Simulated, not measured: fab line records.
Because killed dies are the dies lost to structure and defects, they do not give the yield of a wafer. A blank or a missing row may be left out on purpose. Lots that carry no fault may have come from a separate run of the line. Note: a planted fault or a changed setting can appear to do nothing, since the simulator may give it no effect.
Chamber matching    flow nandHarc    NHARC_A_STAIRCASE_CMP_152 on cmp-03: 4 sister chambers
The step polishes. 24 wafers are shown with their chamber, then 12 later ones without.

## WAFERS, EACH WITH ITS CHAMBER
wafer   chamber  motorCurrentA (A)
L074.1  0        15.9
L074.2  2        8.9
L074.5  2        9.2
L076.1  1        12.6
L076.2  3        12.6
L076.3  0        15.2
L078.2  1        12.7
L078.3  3        13.4
L078.6  1        12.6
L080.1  0        15.8
L080.2  1        12.1
L080.3  3        12.8
L079.2  1        12.5
L079.4  3        13.0
L079.5  0        15.3
L084.4  3        12.8
L084.5  1        12.6
L084.6  2        9.3
L085.2  0        15.3
L085.5  1        12.1
L085.6  0        15.0
L087.1  0        15.2
L087.4  3        13.0
L087.6  1        12.2

SIGNATURES, as means of the wafers listed above
reading        chamber 0  chamber 1  chamber 2  chamber 3  scatter within a chamber
motorCurrentA  15.386     12.425     9.133      12.933     0.28
Rule: a wafer lies at a distance from a chamber equal to the root of the sum of squares, over the readings, of (its reading less the chamber's mean, divided by the reading's scatter). The wafer belongs to the nearest chamber; if the next one is less than 2 further off, it can't be placed. The scatter: take each reading less its chamber's mean, square it, sum over the shown wafers, divide by the number of wafers less the number of chambers, and take the root.

## WAFERS WITHOUT THEIR CHAMBER
wafer   motorCurrentA (A)
L089.2  12.5
L089.5  14.9
L089.6  11.9
L092.1  9.1
L092.4  14.9
L092.5  14.5
L097.2  15.9
L097.3  9.2
L097.4  13.9
L096.2  12.6
L096.3  9.5
L096.6  12.3

## THE CHAMBER EACH PASSED THROUGH
wafer   from the rows above           in truth
L089.2  can't be placed: 1 or 3       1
L089.5  0                             0
L089.6  can't be placed: 1 or 3       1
L092.1  2                             2
L092.4  0                             0
L092.5  0                             0
L097.2  0                             0
L097.3  2                             2
L097.4  can't be placed: 3 or 1 or 0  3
L096.2  can't be placed: 1 or 3       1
L096.3  2                             2
L096.6  can't be placed: 1 or 3       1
Correct placement for 7 of the 12. Cannot be placed on the basis of these rows: 5; the candidates contain the true chamber in 5. Wrongly placed: 0.
